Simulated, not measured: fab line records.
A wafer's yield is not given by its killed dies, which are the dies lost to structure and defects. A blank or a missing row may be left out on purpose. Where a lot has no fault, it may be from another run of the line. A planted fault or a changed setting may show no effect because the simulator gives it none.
Which tool did it? ; flow nand-harc ; Sampling: 24 lots, 72 wafers, 6 of 1302 route steps

## WHAT THE GAUGES SHOWED, per wafer
The record holds no reading of a measuring or inspecting step that can be judged against a usual standard deviation.

## WHAT TOOL EACH LOT RAN ON (gives the tool, then ch and the chambers of the sampled wafers, and finally the start)
lot;NHARC_A_CONTACT_ETCH_125;NHARC_A_CONTACT_DEP_85;NHARC_A_CONTACT_ETCH_89;NHARC_A_CONTACT_STRIP_26;NHARC_A_CONTACT_CVD_19;NHARC_A_BLC_ETCH_18
L076;har-cap-etch-02 ch 0,1, day 22 13:08;pecvd-02 ch 0,2, day 22 19:01;rie-diel-03 ch 0,1, no start;rie-diel-03 ch 1,2, no start;cvd-w-02 ch 0,1, no start;rie-diel-08 ch 0,1,3, no start
L074;har-cap-etch-03 ch 0,1, day 22 14:37;pecvd-04 ch 0,2, day 22 20:08;rie-diel-03 ch 0,1, no start;rie-diel-04 ch 0,2,3, no start;cvd-w-01 ch 0,1, no start;rie-diel-08 ch 1,3, no start
L075;har-cap-etch-03 ch 0,1, day 22 22:02;pecvd-04 ch 0,1, day 23 03:11;rie-diel-02 ch 0,2,3, day 23 12:07 or earlier;rie-diel-03 ch 1,2,3, day 23 12:07 or earlier;cvd-w-01 ch 0,1, day 23 12:07 or earlier;rie-diel-08 ch 0,1,2, day 23 12:07
L077;har-cap-etch-03 ch 0,1, day 23 13:41;pecvd-02 ch 0,1,2, day 23 21:27;rie-diel-03 ch 0,1,3, no start;rie-diel-02 ch 0,1,2, no start;cvd-w-02 ch 0, no start;rie-diel-09 ch 0,1, no start
L078;har-cap-etch-01 ch 0,1, day 23 14:59;pecvd-04 ch 0,1,2, day 23 23:11;rie-diel-04 ch 0,1,2, no start;rie-diel-04 ch 1,3, no start;cvd-w-02 ch 0,1, no start;rie-diel-09 ch 0,1,2, no start
L079;har-cap-etch-02 ch 0,1, day 23 17:34;pecvd-04 ch 0,1,2, day 24 02:47;rie-diel-02 ch 0,1,3, no start;rie-diel-03 ch 0,1,2, no start;cvd-w-02 ch 1, no start;rie-diel-06 ch 0,1,3, no start
L082;har-cap-etch-02 ch 0,1, day 24 09:06;pecvd-01 ch 0,1, day 24 17:06;rie-diel-02 ch 0,3, no start;rie-diel-03 ch 0,2,3, no start;cvd-w-01 ch 0,1, no start;rie-diel-08 ch 0,1,2, no start
L080;har-cap-etch-03 ch 0,1, day 24 12:34;pecvd-01 ch 1,2, day 24 20:10;rie-diel-04 ch 0,1,3, no start;rie-diel-04 ch 1,2,3, no start;cvd-w-02 ch 1, no start;rie-diel-08 ch 0,1,3, no start
L081;har-cap-etch-02 ch 0,1, day 24 16:40;pecvd-01 ch 0,1, day 24 21:54;rie-diel-04 ch 0,1, no start;rie-diel-04 ch 0,2,3, no start;cvd-w-02 ch 0,1, no start;rie-diel-09 ch 1,2, no start
L083;har-cap-etch-03 ch 0,1, day 25 23:54;pecvd-01 ch 0,2, day 26 06:35;rie-diel-04 ch 0,2,3, no start;rie-diel-03 ch 0,1,3, no start;cvd-w-01 ch 1, no start;rie-diel-08 ch 0,2, no start
L084;har-cap-etch-02 ch 0,1, day 26 13:02;pecvd-02 ch 0,1, day 26 18:26;rie-diel-04 ch 1,3, no start;rie-diel-03 ch 0,1,3, no start;cvd-w-01 ch 0,1, no start;rie-diel-08 ch 0,2,3, no start
L086;har-cap-etch-03 ch 0,1, day 26 23:31;pecvd-01 ch 0,1,2, day 27 04:40;rie-diel-04 ch 0,2,3, no start;rie-diel-04 ch 0,1,2, no start;cvd-w-01 ch 0,1, no start;rie-diel-09 ch 0,2,3, no start
L085;har-cap-etch-01 ch 0,1, day 27 02:04;pecvd-01 ch 1,2, day 27 07:56;rie-diel-02 ch 0,1,3, no start;rie-diel-04 ch 0,1,2, no start;cvd-w-01 ch 0,1, no start;rie-diel-06 ch 0,1,3, no start
L087;har-cap-etch-01 ch 0,1, day 27 21:12;pecvd-01 ch 1,2, day 28 03:24;rie-diel-03 ch 0,2,3, no start;rie-diel-04 ch 0,2,3, no start;cvd-w-01 ch 0,1, no start;rie-diel-08 ch 1,2,3, no start
L089;har-cap-etch-02 ch 1, day 28 05:07;pecvd-04 ch 0,1, day 28 10:20;rie-diel-04 ch 0,2,3, no start;rie-diel-03 ch 0,1, no start;cvd-w-02 ch 0,1, no start;rie-diel-08 ch 1,2, no start
L088;har-cap-etch-03 ch 0,1, day 28 12:32;pecvd-01 ch 0,1, day 28 18:34;rie-diel-04 ch 1,2, no start;rie-diel-04 ch 0,2,3, no start;cvd-w-02 ch 0,1, no start;rie-diel-08 ch 0,1,3, no start
L090;har-cap-etch-03 ch 0,1, day 29 19:02;pecvd-01 ch 1,2, day 30 00:25;rie-diel-02 ch 0,1,3, no start;rie-diel-03 ch 1,2,3, no start;cvd-w-02 ch 1, no start;rie-diel-09 ch 0,2,3, no start
L091;har-cap-etch-03 ch 0,1, day 30 01:58;pecvd-04 ch 0,1,2, day 30 10:23;rie-diel-03 ch 1,2,3, no start;rie-diel-02 ch 0,1,3, no start;cvd-w-02 ch 0,1, no start;rie-diel-06 ch 1,2,3, no start
L092;har-cap-etch-02 ch 0,1, day 30 03:04;pecvd-04 ch 0,1,2, day 30 12:11;rie-diel-02 ch 2,3, no start;rie-diel-02 ch 0,2,3, no start;cvd-w-01 ch 0,1, no start;rie-diel-06 ch 1,2,3, no start
L093;har-cap-etch-01 ch 0,1, day 30 08:14;pecvd-04 ch 0,1, day 30 15:43;rie-diel-02 ch 0,1,3, no start;rie-diel-03 ch 1,2, no start;cvd-w-02 ch 0,1, no start;rie-diel-09 ch 1,3, no start
L094;har-cap-etch-01 ch 0,1, day 30 11:12;pecvd-04 ch 0,2, day 30 20:40;rie-diel-02 ch 0,2,3, no start;rie-diel-04 ch 0,2,3, no start;cvd-w-01 ch 0,1, no start;rie-diel-09 ch 0,1,2, no start
L095;har-cap-etch-03 ch 0,1, day 30 20:46;pecvd-04 ch 0,2, day 31 01:52;rie-diel-02 ch 0,2, no start;rie-diel-04 ch 0,2,3, no start;cvd-w-02 ch 0,1, no start;rie-diel-09 ch 0,1,3, no start
L096;har-cap-etch-02 ch 0,1, day 30 21:27;pecvd-04 ch 0,1, day 31 02:37;rie-diel-04 ch 0,2,3, no start;rie-diel-03 ch 1,2, no start;cvd-w-02 ch 0,1, no start;rie-diel-09 ch 1,2,3, no start
L097;har-cap-etch-01 ch 0,1, day 31 08:51;pecvd-02 ch 0,1,2, day 31 16:06;rie-diel-04 ch 2,3, no start;rie-diel-03 ch 0,1,3, no start;cvd-w-01 ch 0,1, no start;rie-diel-09 ch 0,1, no start
- NHARC_A_CONTACT_ETCH_125: etches the open film in C4F8/O2/Ar, time 197 s, target depth 1918 nm.
- NHARC_A_CONTACT_DEP_85: deposits SiON, target thk 60 nm.
- NHARC_A_CONTACT_ETCH_89: etches the open film in N2/H2, target depth 260 nm, time 475.3 s.
- NHARC_A_CONTACT_STRIP_26: strips in O2.
- NHARC_A_CONTACT_CVD_19: deposits W, target thk 300 nm, time 802 s.
- NHARC_A_BLC_ETCH_18: etches the open film in C4F8/O2/Ar, target depth 910 nm.

## AS READ BY THE TOOLS THEMSELVES (means over the sampled wafers that have a number; for cases with no such wafer, the mark the record gives instead)
NHARC_A_CONTACT_ETCH_125.
lot;tool;chamber-pressure-mTorr (mTorr)
L076;har-cap-etch-02;19.999
L074;har-cap-etch-03;19.989
L075;har-cap-etch-03;19.997
L077;har-cap-etch-03;19.998
L078;har-cap-etch-01;20.022
L079;har-cap-etch-02;19.987
L082;har-cap-etch-02;20.001
L080;har-cap-etch-03;20.013
L081;har-cap-etch-02;19.992
L083;har-cap-etch-03;19.996
L084;har-cap-etch-02;20.011
L086;har-cap-etch-03;20.017
L085;har-cap-etch-01;20.004
L087;har-cap-etch-01;20.014
L089;har-cap-etch-02;19.990
L088;har-cap-etch-03;20.002
L090;har-cap-etch-03;19.994
L091;har-cap-etch-03;20.006
L092;har-cap-etch-02;19.994
L093;har-cap-etch-01;20.011
L094;har-cap-etch-01;19.983
L095;har-cap-etch-03;20.018
L096;har-cap-etch-02;19.993
L097;har-cap-etch-01;19.992

NHARC_A_CONTACT_DEP_85.
lot;tool;heater-power-w (W)
L076;pecvd-02;788
L074;pecvd-04;686
L075;pecvd-04;756
L077;pecvd-02;797
L078;pecvd-04;690
L079;pecvd-04;705
L082;pecvd-01;751
L080;pecvd-01;731
L081;pecvd-01;728
L083;pecvd-01;784
L084;pecvd-02;758
L086;pecvd-01;728
L085;pecvd-01;703
L087;pecvd-01;734
L089;pecvd-04;724
L088;pecvd-01;743
L090;pecvd-01;731
L091;pecvd-04;697
L092;pecvd-04;709
L093;pecvd-04;749
L094;pecvd-04;660
L095;pecvd-04;674
L096;pecvd-04;740
L097;pecvd-02;753

NHARC_A_CONTACT_ETCH_89.
lot;tool;chamber-pressure-mTorr (mTorr);drypump-motor-current-A (A);oes-product-au (a.u.);rf-vpp-V (V);showerhead-plenum-p-Torr (Torr);throttle-valve-pct (%)
L076;rie-diel-03;30.019;5.6;0.985;434.1;2.19;14.174
L074;rie-diel-03;30.030;5.6;0.990;435.2;2.19;14.169
L075;rie-diel-02;29.992;5.7;1.000;430.2;2.01;14.180
L077;rie-diel-03;29.984;5.5;0.987;433.6;2.13;14.177
L078;rie-diel-04;29.994;6.0;1.000;431.5;2.06;14.183
L079;rie-diel-02;29.992;5.6;1.005;430.6;2.04;14.167
L082;rie-diel-02;29.985;5.4;0.990;429.5;1.98;14.172
L080;rie-diel-04;29.984;5.7;0.992;430.4;2.00;14.169
L081;rie-diel-04;30.007;6.1;1.002;429.3;1.99;14.158
L083;rie-diel-04;29.993;5.5;0.998;429.4;2.00;14.173
L084;rie-diel-04;30.010;5.7;0.989;431.1;2.07;14.168
L086;rie-diel-04;30.013;5.5;1.004;428.6;1.99;14.164
L085;rie-diel-02;29.996;5.5;0.993;433.0;2.14;14.167
L087;rie-diel-03;30.026;5.4;0.999;431.8;2.08;14.170
L089;rie-diel-04;29.987;5.5;1.010;429.8;1.99;14.182
L088;rie-diel-04;29.986;5.8;1.006;433.3;2.12;14.179
L090;rie-diel-02;29.994;5.5;0.991;433.0;2.13;14.170
L091;rie-diel-03;30.013;5.7;1.003;430.7;2.06;14.181
L092;rie-diel-02;30.006;5.7;1.015;431.2;2.06;14.175
L093;rie-diel-02;30.004;5.5;0.991;432.8;2.13;14.171
L094;rie-diel-02;30.003;5.7;1.002;432.0;2.10;14.178
L095;rie-diel-02;29.997;5.8;0.984;434.4;2.16;14.169
L096;rie-diel-04;29.989;5.5;0.997;428.9;1.99;14.171
L097;rie-diel-04;30.039;5.1;0.992;430.0;2.00;14.173

NHARC_A_CONTACT_STRIP_26.
lot;tool;chamber-pressure-mTorr (mTorr);drypump-motor-current-A (A);oes-product-au (a.u.);rf-vpp-V (V);showerhead-plenum-p-Torr (Torr);throttle-valve-pct (%)
L076;rie-diel-03;60.05;5.7;0.994;58.1;3.69;17.046
L074;rie-diel-04;60.05;5.5;1.001;57.6;3.47;17.023
L075;rie-diel-03;59.97;5.6;0.993;58.6;3.59;17.043
L077;rie-diel-02;60.02;5.8;1.008;57.6;3.56;17.033
L078;rie-diel-04;59.99;5.3;0.980;56.8;3.48;17.038
L079;rie-diel-03;60.01;5.5;0.985;58.4;3.69;17.037
L082;rie-diel-03;59.97;5.4;1.000;57.1;3.60;17.046
L080;rie-diel-04;60.04;5.5;0.992;58.3;3.57;17.037
L081;rie-diel-04;60.05;5.5;0.992;57.2;3.46;17.030
L083;rie-diel-03;60.02;5.6;0.992;57.6;3.66;17.039
L084;rie-diel-03;60.06;5.5;0.988;57.9;3.66;17.044
L086;rie-diel-04;59.97;6.0;0.999;58.0;3.56;17.025
L085;rie-diel-04;59.98;6.0;0.990;57.4;3.56;17.038
L087;rie-diel-04;60.02;5.6;1.003;57.3;3.46;17.035
L089;rie-diel-03;60.00;5.7;0.998;58.0;3.75;17.033
L088;rie-diel-04;60.02;5.5;1.007;56.9;3.46;17.029
L090;rie-diel-03;60.06;5.6;1.008;57.9;3.57;17.028
L091;rie-diel-02;59.99;5.6;0.992;57.7;3.67;17.039
L092;rie-diel-02;59.99;5.6;1.003;58.6;3.62;17.036
L093;rie-diel-03;59.94;5.7;0.997;57.4;3.66;17.041
L094;rie-diel-04;59.99;5.5;0.995;56.9;3.45;17.037
L095;rie-diel-04;60.04;5.5;1.003;57.5;3.45;17.037
L096;rie-diel-03;60.02;5.5;0.986;57.7;3.58;17.025
L097;rie-diel-03;60.01;5.6;1.003;58.1;3.64;17.033

NHARC_A_CONTACT_CVD_19.
lot;tool;heater-power-w (W);throttle-valve-pct (%)
L076;cvd-w-02;441;7.91
L074;cvd-w-01;406;7.79
L075;cvd-w-01;425;7.76
L077;cvd-w-02;441;7.92
L078;cvd-w-02;447;7.92
L079;cvd-w-02;444;7.98
L082;cvd-w-01;429;7.65
L080;cvd-w-02;454;7.96
L081;cvd-w-02;450;7.87
L083;cvd-w-01;455;7.73
L084;cvd-w-01;436;7.62
L086;cvd-w-01;432;7.71
L085;cvd-w-01;424;7.60
L087;cvd-w-01;430;7.74
L089;cvd-w-02;447;8.00
L088;cvd-w-02;457;8.13
L090;cvd-w-02;456;8.03
L091;cvd-w-02;454;7.96
L092;cvd-w-01;400;7.82
L093;cvd-w-02;448;7.87
L094;cvd-w-01;407;7.79
L095;cvd-w-02;448;7.87
L096;cvd-w-02;448;8.08
L097;cvd-w-01;423;7.76

NHARC_A_BLC_ETCH_18.
lot;tool;chamber-pressure-mTorr (mTorr);oes-product-au (a.u.);rf-vpp-V (V)
L076;rie-diel-08;24.960;0.921;976
L074;rie-diel-08;24.999;0.968;975
L075;rie-diel-08;25.001;0.989;979
L077;rie-diel-09;24.987;0.958;972
L078;rie-diel-09;25.022;0.963;973
L079;rie-diel-06;25.008;0.969;980
L082;rie-diel-08;24.990;0.972;979
L080;rie-diel-08;24.988;0.915;976
L081;rie-diel-09;24.999;0.937;971
L083;rie-diel-08;25.019;0.972;980
L084;rie-diel-08;24.978;0.910;980
L086;rie-diel-09;24.997;0.941;978
L085;rie-diel-06;24.990;0.920;980
L087;rie-diel-08;25.002;0.927;977
L089;rie-diel-08;25.002;0.931;982
L088;rie-diel-08;25.012;0.909;975
L090;rie-diel-09;25.000;0.938;978
L091;rie-diel-06;25.015;0.954;974
L092;rie-diel-06;25.006;0.960;975
L093;rie-diel-09;25.016;0.975;979
L094;rie-diel-09;24.983;0.974;971
L095;rie-diel-09;25.021;0.970;975
L096;rie-diel-09;24.999;0.968;977
L097;rie-diel-09;24.992;0.954;972

## THE ANSWER, worked out from the rows above alone
Rule: the usual values come from the lots themselves. The widest of any qualifying gaps counts: lots, ordered by their means at a reading, are off when they make up no more than a third of the lots, leave a main group of 4 or more, and stand apart from it by 3 or more times the standard deviation of that group's means. A main group whose means are all the same, to the digits that the tables above print for the reading, isn't used. A lot without any number at a reading at which 4 lots or more have one is off too. Where the step has rows for the other lots, those lots are counted as sound. First the gauges in route order, then the tools' own readings, where a lot's mean is used as printed above. At the first step where some lot is off, the reading lying furthest off is the one used; lots without a number count as furthest.
Nothing can be told from this: no lot is off at any reading shown.

## WHAT THE SIMULATOR PUT IN
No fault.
